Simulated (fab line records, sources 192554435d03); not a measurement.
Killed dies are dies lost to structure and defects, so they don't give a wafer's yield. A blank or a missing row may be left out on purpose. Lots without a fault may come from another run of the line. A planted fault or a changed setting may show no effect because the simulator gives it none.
Which tool did it? | flow n5_finfet | 24 lots, 72 wafers sampled, at 5 steps of a route of 1938

WHAT THE GAUGES READ, wafer by wafer
N5_BEOL_M7_THK_MEAS_01.
lot  | measured     | on            | M7_ILD_THK (nm)
L074 | day 8 14:39  | film_metro-01 | 154.7 152.2 157.0
L076 | day 8 20:38  | film_metro-02 | 153.4 155.4 158.0
L075 | day 8 23:02  | film_metro-02 | 157.4 157.0 159.0
L077 | day 9 23:08  | film_metro-02 | 154.6 156.8 158.5
L079 | day 10 03:59 | film_metro-01 | 152.7 156.2 157.9
L078 | day 10 06:32 | film_metro-01 | 154.2 155.4 157.5
L081 | day 10 07:44 | film_metro-01 | 152.7 157.7 155.4
L080 | day 10 09:55 | film_metro-01 | 153.6 157.1 154.9
L082 | day 10 11:05 | film_metro-02 | 157.3 155.0 157.9
L083 | day 10 23:42 | film_metro-02 | 154.9 160.6 157.0
L084 | day 11 00:57 | film_metro-02 | 156.1 155.8 156.1
L085 | day 11 12:58 | film_metro-01 | 151.8 153.3 155.3
L086 | day 11 21:49 | film_metro-01 | 156.1 154.4 158.9
L088 | day 12 00:50 | film_metro-02 | 156.2 151.5 158.4
L087 | day 12 05:56 | film_metro-02 | 154.2 155.8 154.0
L089 | day 12 18:34 | film_metro-01 | 153.8 155.5 154.7
L091 | day 13 00:00 | film_metro-02 | 150.8 151.6 153.8
L090 | day 13 00:37 | film_metro-02 | 154.2 153.0 154.8
L092 | day 13 00:50 | film_metro-02 | 154.2 158.8 158.9
L093 | day 13 08:43 | film_metro-02 | 154.1 158.0 154.4
L094 | day 13 16:07 | film_metro-02 | 158.4 155.7 154.2
L095 | day 13 21:15 | film_metro-02 | 155.0 154.0 155.3
L096 | day 14 17:29 | film_metro-02 | 154.7 152.7 157.9
L097 | day 14 18:14 | film_metro-01 | 152.0 153.4 156.8

N5_BEOL_M7_CD_MEAS_18: pitch 80 nm, target cd 40 nm.
lot  | measured     | on        | cd_nm (nm)
L074 | day 8 16:04  | cd_sem-03 | 38.6 39.2 39.2
L076 | day 8 21:49  | cd_sem-02 | 39.5 39.6 39.3
L075 | day 9 00:56  | cd_sem-02 | 39.2 39.3 38.8
L077 | day 10 01:04 | cd_sem-03 | 40.6 40.4 40.3
L079 | day 10 06:20 | cd_sem-02 | 40.3 39.9 40.0
L078 | day 10 07:56 | cd_sem-02 | 40.0 40.4 40.3
L081 | day 10 09:26 | cd_sem-01 | 39.1 38.8 38.3
L080 | day 10 12:11 | cd_sem-02 | 40.5 41.1 40.2
L082 | day 10 12:44 | cd_sem-03 | 40.3 40.4 40.5
L083 | day 11 01:56 | cd_sem-03 | 39.8 40.0 40.0
L084 | day 11 02:53 | cd_sem-01 | 40.4 40.0 40.7
L085 | day 11 15:12 | cd_sem-03 | 40.1 40.8 41.0
L086 | day 12 00:24 | cd_sem-02 | 39.4 40.1 39.8
L088 | day 12 03:13 | cd_sem-01 | 39.8 39.7 39.2
L087 | day 12 07:28 | cd_sem-02 | 41.1 40.1 41.6
L089 | day 12 20:08 | cd_sem-02 | 40.1 40.4 40.0
L091 | day 13 02:32 | cd_sem-01 | 40.9 40.1 40.6
L090 | day 13 02:51 | cd_sem-02 | 39.5 39.9 40.5
L092 | day 13 02:59 | cd_sem-01 | 39.4 39.6 39.4
L093 | day 13 09:55 | cd_sem-03 | 39.3 40.3 39.4
L094 | day 13 19:17 | cd_sem-02 | 39.1 38.9 38.7
L095 | day 13 23:16 | cd_sem-03 | 39.5 39.7 39.8
L096 | day 14 18:38 | cd_sem-03 | 40.0 40.2 39.6
L097 | day 14 21:04 | cd_sem-02 | 39.2 40.7 39.8

WHICH TOOL RAN EACH LOT (tool, then ch and the chambers of the sampled wafers, then the start)
lot  | N5_BEOL_M6_STRIP_36                | N5_BEOL_M6_CURE_75            | N5_BEOL_M6_SPUTTER_48
L074 | rie_diel-05 ch 0,1,3, day 8 10:47  | uv_cure-03 ch 2, day 8 11:11  | pvd_sputter-01, day 8 13:02
L076 | rie_diel-05 ch 1,3, day 8 17:19    | uv_cure-02 ch 1, day 8 17:42  | pvd_sputter-02, day 8 19:04
L075 | rie_diel-06 ch 0,3, day 8 19:43    | uv_cure-02 ch 0, day 8 20:07  | pvd_sputter-01, day 8 21:26
L077 | rie_diel-06 ch 0,1,3, day 9 18:01  | uv_cure-01 ch 2, day 9 18:36  | pvd_sputter-03, day 9 21:25
L079 | rie_diel-06 ch 1,2,3, day 9 23:25  | uv_cure-02 ch 0, day 10 00:04 | pvd_sputter-03, day 10 01:46
L078 | rie_diel-06 ch 1,2,3, day 10 01:50 | uv_cure-01 ch 0, day 10 02:14 | pvd_sputter-03, day 10 04:46
L081 | rie_diel-03 ch 2,3, day 10 04:22   | uv_cure-02 ch 1, day 10 04:52 | pvd_sputter-02, day 10 05:56
L080 | rie_diel-03 ch 0,2, day 10 06:32   | uv_cure-03 ch 2, day 10 06:57 | pvd_sputter-03, day 10 08:20
L082 | rie_diel-06 ch 1,2,3, day 10 06:59 | uv_cure-01 ch 1, day 10 07:23 | pvd_sputter-02, day 10 08:56
L083 | rie_diel-05 ch 0,1,2, day 10 19:10 | uv_cure-01 ch 1, day 10 19:37 | pvd_sputter-03, day 10 21:52
L084 | rie_diel-03 ch 0,2,3, day 10 21:35 | uv_cure-02 ch 0, day 10 21:59 | pvd_sputter-01, day 10 22:56
L085 | rie_diel-05 ch 0,2,3, day 11 08:16 | uv_cure-03 ch 0, day 11 08:54 | pvd_sputter-03, day 11 10:53
L086 | rie_diel-06 ch 0,2, day 11 17:43   | uv_cure-02 ch 1, day 11 18:07 | pvd_sputter-03, day 11 19:34
L088 | rie_diel-06 ch 0,1,2, day 11 20:15 | uv_cure-03 ch 0, day 11 20:42 | pvd_sputter-02, day 11 23:08
L087 | rie_diel-03 ch 0,1, day 12 02:04   | uv_cure-01 ch 0, day 12 02:28 | pvd_sputter-01, day 12 03:52
L089 | rie_diel-06 ch 1,2, day 12 13:13   | uv_cure-01 ch 0, day 12 13:42 | pvd_sputter-02, day 12 16:49
L091 | rie_diel-03 ch 0,3, day 12 19:26   | uv_cure-01 ch 1, day 12 19:50 | pvd_sputter-01, day 12 22:16
L090 | rie_diel-03 ch 0,1,2, day 12 19:50 | uv_cure-03 ch 1, day 12 20:16 | pvd_sputter-02, day 12 22:53
L092 | rie_diel-05 ch 0,1,2, day 12 19:52 | uv_cure-02 ch 2, day 12 20:26 | pvd_sputter-02, day 12 22:58
L093 | rie_diel-06 ch 1,2, day 13 05:14   | uv_cure-01 ch 1, day 13 05:41 | pvd_sputter-02, day 13 06:59
L094 | rie_diel-03 ch 0,1,2, day 13 12:56 | uv_cure-03 ch 2, day 13 13:25 | pvd_sputter-03, day 13 14:20
L095 | rie_diel-05 ch 0,1,2, day 13 18:07 | uv_cure-03 ch 2, day 13 18:31 | pvd_sputter-03, day 13 19:33
L096 | rie_diel-03 ch 1,2,3, day 14 13:35 | uv_cure-02 ch 1, day 14 13:58 | pvd_sputter-03, day 14 15:24
L097 | rie_diel-03 ch 1,2, day 14 13:59   | uv_cure-03 ch 2, day 14 14:22 | pvd_sputter-01, day 14 15:49
- N5_BEOL_M6_STRIP_36: strips in N2/H2.
- N5_BEOL_M6_CURE_75: cures SiCOH lowk, time 120 s.
- N5_BEOL_M6_SPUTTER_48: material Cu, target thk 10 nm, time 1.667 s.

WHAT THE TOOLS THEMSELVES READ (means of the sampled wafers that have a number; where no wafer has one, the mark that the record gives instead)
N5_BEOL_M6_STRIP_36.
lot  | tool        | drypump_motor_current_A (A) | oes_product_au (a.u.) | rf_vpp_V (V) | showerhead_plenum_p_Torr (Torr) | throttle_valve_pct (%)
L074 | rie_diel-05 | 5.4                         | 0.79                  | 58.5         | 2.51                            | 23.68
L076 | rie_diel-05 | 5.2                         | 0.85                  | 58.6         | 2.49                            | 23.76
L075 | rie_diel-06 | 5.5                         | 0.70                  | 58.0         | 2.53                            | 23.66
L077 | rie_diel-06 | 5.6                         | 0.71                  | 59.3         | 2.51                            | 23.44
L079 | rie_diel-06 | 5.8                         | 0.79                  | 60.2         | 2.55                            | 23.25
L078 | rie_diel-06 | 5.8                         | 0.79                  | 58.8         | 2.55                            | 23.24
L081 | rie_diel-03 | 6.0                         | 0.77                  | 60.7         | 2.44                            | 23.77
L080 | rie_diel-03 | 6.2                         | 0.74                  | 58.6         | 2.43                            | 23.73
L082 | rie_diel-06 | 5.9                         | 0.79                  | 59.1         | 2.55                            | 23.26
L083 | rie_diel-05 | 5.5                         | 0.71                  | 60.1         | 2.54                            | 23.50
L084 | rie_diel-03 | 6.0                         | 0.79                  | 60.1         | 2.45                            | 23.64
L085 | rie_diel-05 | 5.5                         | 0.76                  | 58.1         | 2.53                            | 23.53
L086 | rie_diel-06 | 5.3                         | 0.94                  | 59.8         | 2.63                            | 23.47
L088 | rie_diel-06 | 5.3                         | 0.86                  | 59.3         | 2.61                            | 23.33
L087 | rie_diel-03 | 5.8                         | 0.81                  | 60.3         | 2.48                            | 23.60
L089 | rie_diel-06 | 5.6                         | 0.84                  | 61.0         | 2.64                            | 23.22
L091 | rie_diel-03 | 5.9                         | 0.80                  | 59.0         | 2.44                            | 23.52
L090 | rie_diel-03 | 5.9                         | 0.79                  | 57.9         | 2.48                            | 23.75
L092 | rie_diel-05 | 5.6                         | 0.71                  | 60.0         | 2.54                            | 23.52
L093 | rie_diel-06 | 5.5                         | 0.78                  | 59.0         | 2.58                            | 23.20
L094 | rie_diel-03 | 5.9                         | 0.77                  | 59.4         | 2.48                            | 23.75
L095 | rie_diel-05 | 5.5                         | 0.69                  | 59.2         | 2.53                            | 23.53
L096 | rie_diel-03 | 5.7                         | 0.80                  | 58.9         | 2.49                            | 23.80
L097 | rie_diel-03 | 5.9                         | 0.75                  | 60.2         | 2.47                            | 23.92

N5_BEOL_M6_CURE_75.
lot  | tool       | lamp_power_pct (%) | wafer_temp_C_max
L074 | uv_cure-03 | 52.34              | 371.6
L076 | uv_cure-02 | 52.32              | 373.0
L075 | uv_cure-02 | 52.32              | 371.8
L077 | uv_cure-01 | 52.30              | 371.4
L079 | uv_cure-02 | 52.32              | 371.5
L078 | uv_cure-01 | 52.30              | 371.3
L081 | uv_cure-02 | 52.25              | 372.8
L080 | uv_cure-03 | 52.31              | 371.4
L082 | uv_cure-01 | 52.35              | 372.3
L083 | uv_cure-01 | 52.29              | 373.1
L084 | uv_cure-02 | 52.34              | 371.5
L085 | uv_cure-03 | 52.29              | 371.0
L086 | uv_cure-02 | 52.33              | 372.2
L088 | uv_cure-03 | 52.37              | 371.2
L087 | uv_cure-01 | 52.32              | 371.4
L089 | uv_cure-01 | 52.31              | 371.0
L091 | uv_cure-01 | 52.29              | 372.5
L090 | uv_cure-03 | 52.33              | 372.5
L092 | uv_cure-02 | 52.35              | 371.9
L093 | uv_cure-01 | 52.33              | 372.7
L094 | uv_cure-03 | 52.32              | 371.3
L095 | uv_cure-03 | 52.31              | 371.6
L096 | uv_cure-02 | 52.34              | 372.8
L097 | uv_cure-03 | 52.35              | 371.7

N5_BEOL_M6_SPUTTER_48.
lot  | tool           | bias_v (V) | chamber_pressure_pa (Pa) | chuck_sensor_temp_C (C) | throttle_valve_pct (%)
L074 | pvd_sputter-01 | 60.6       | 0.13005                  | -16.4                   | 29.9
L076 | pvd_sputter-02 | 60.3       | 0.13007                  | -16.5                   | 30.0
L075 | pvd_sputter-01 | 60.4       | 0.13011                  | -15.5                   | 31.2
L077 | pvd_sputter-03 | 59.8       | 0.13001                  | -15.7                   | 30.9
L079 | pvd_sputter-03 | 60.1       | 0.12993                  | -15.8                   | 29.9
L078 | pvd_sputter-03 | 60.8       | 0.13012                  | -16.0                   | 28.9
L081 | pvd_sputter-02 | 60.5       | 0.13003                  | -16.0                   | 29.7
L080 | pvd_sputter-03 | 60.2       | 0.12995                  | -15.8                   | 28.9
L082 | pvd_sputter-02 | 59.5       | 0.12971                  | -15.8                   | 30.3
L083 | pvd_sputter-03 | 60.1       | 0.13001                  | -16.0                   | 30.3
L084 | pvd_sputter-01 | 59.5       | 0.12980                  | -15.7                   | 30.6
L085 | pvd_sputter-03 | 60.0       | 0.13016                  | -16.0                   | 29.4
L086 | pvd_sputter-03 | 60.1       | 0.12971                  | -16.0                   | 29.4
L088 | pvd_sputter-02 | 60.2       | 0.12998                  | -15.5                   | 29.9
L087 | pvd_sputter-01 | 60.3       | 0.12991                  | -16.1                   | 30.0
L089 | pvd_sputter-02 | 59.8       | 0.12990                  | -15.6                   | 30.6
L091 | pvd_sputter-01 | 59.7       | 0.13022                  | -16.0                   | 30.5
L090 | pvd_sputter-02 | 59.5       | 0.12976                  | -15.8                   | 30.5
L092 | pvd_sputter-02 | 59.7       | 0.13024                  | -16.1                   | 30.8
L093 | pvd_sputter-02 | 59.6       | 0.12991                  | -16.1                   | 29.8
L094 | pvd_sputter-03 | 60.6       | 0.12980                  | -15.9                   | 28.7
L095 | pvd_sputter-03 | 59.3       | 0.13020                  | -16.0                   | 29.2
L096 | pvd_sputter-03 | 60.4       | 0.13008                  | -15.9                   | 29.4
L097 | pvd_sputter-01 | 59.4       | 0.12973                  | -16.1                   | 30.1

THE ANSWER, worked out from the rows above alone
Rule: what is usual is taken from the lots themselves. Put in order of their means at a reading, lots are off if they are a third of the lots or fewer, leave a main group of 4 or more, and stand apart from it by a gap of 3 or more times the standard deviation of the main group's means; of several such gaps the widest counts. A main group whose means are all the same, to the digits that the tables above print for the reading, isn't used. A lot without any number at a reading at which 4 lots or more have one is off too. The other lots that the step has rows for count as sound. The gauges are gone through in route order, then the tools' own readings, and for those a lot's mean is taken as printed above. The first step at which some lot is off is used, and at that step the reading that is off furthest; a lot without a number counts as furthest.
No lot is off at any reading shown: from this, nothing can be told.

WHAT THE SIMULATOR HAD PUT IN
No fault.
